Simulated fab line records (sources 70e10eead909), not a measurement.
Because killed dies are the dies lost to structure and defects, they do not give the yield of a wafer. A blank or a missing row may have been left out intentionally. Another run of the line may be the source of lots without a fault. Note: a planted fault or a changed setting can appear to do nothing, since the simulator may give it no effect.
The tool behind it: which one? / flow nandHarc / Sampling: 6 lots, 18 wafers, 2 of 1159 route steps

WHAT EACH GAUGE READ, for each wafer
NHARC_P_GATE_CD_MEAS_26 targets a cd of 120 nm.
lot=L250; measured=day 5 01:23; on=cdSem-01; cdNm (nm)=119.2 119.1 119.5
lot=L254; measured=day 6 04:59; on=cdSem-01; cdNm (nm)=120.2 120.5 119.8
lot=L259; measured=day 6 23:59; on=cdSem-02; cdNm (nm)=117.0 118.0 116.8
lot=L267; measured=day 9 05:13; on=cdSem-02; cdNm (nm)=119.6 119.5 120.4
lot=L269; measured=day 9 17:36; on=cdSem-02; cdNm (nm)=120.5 120.7 119.6
lot=L271; measured=day 10 07:17; on=cdSem-02; cdNm (nm)=119.9 119.5 119.9

TOOL THAT RAN EACH LOT (tool first, then ch and the chambers of the sampled wafers, then the start)
lot=L250; NHARC_P_GATE_EXPOSE_23=arfiScanner-01 ch 0, day 5 01:14
lot=L254; NHARC_P_GATE_EXPOSE_23=arfiScanner-01 ch 0, day 6 04:51
lot=L259; NHARC_P_GATE_EXPOSE_23=arfiScanner-01 ch 0, day 6 23:50
lot=L267; NHARC_P_GATE_EXPOSE_23=arfiScanner-02 ch 0, day 9 05:05
lot=L269; NHARC_P_GATE_EXPOSE_23=arfiScanner-02 ch 0, day 9 17:28
lot=L271; NHARC_P_GATE_EXPOSE_23=arfiScanner-01 ch 0, day 10 07:09
- NHARC_P_GATE_EXPOSE_23: exposes mask P GATE, target cd 120 nm.

THE ANSWER, worked out from the rows above alone
Rule: what is usual is taken from the lots themselves. The widest of any qualifying gaps counts: lots, ordered by their means at a reading, are off when they make up no more than a third of the lots, leave a main group of 4 or more, and stand apart from it by 3 or more times the standard deviation of that group's means. A main group is skipped when, at the precision printed for the reading in the tables above, its means are all equal. Also off: a lot with no number at a reading for which 4 or more lots have one. The other lots that the step has rows for count as sound.
Off, at NHARC_P_GATE_CD_MEAS_26 on cdNm: L259. Main group: mean 119.9 nm, sd 0.35.
A tool fits if, at a process step before that reading, it ran every lot that is off, and no sound lot after the first of them. Gauges at NHARC_P_GATE_CD_MEAS_26: tried the same way as those tools. No candidate that was tried fits.

WHAT THE SIMULATOR HAD INSERTED
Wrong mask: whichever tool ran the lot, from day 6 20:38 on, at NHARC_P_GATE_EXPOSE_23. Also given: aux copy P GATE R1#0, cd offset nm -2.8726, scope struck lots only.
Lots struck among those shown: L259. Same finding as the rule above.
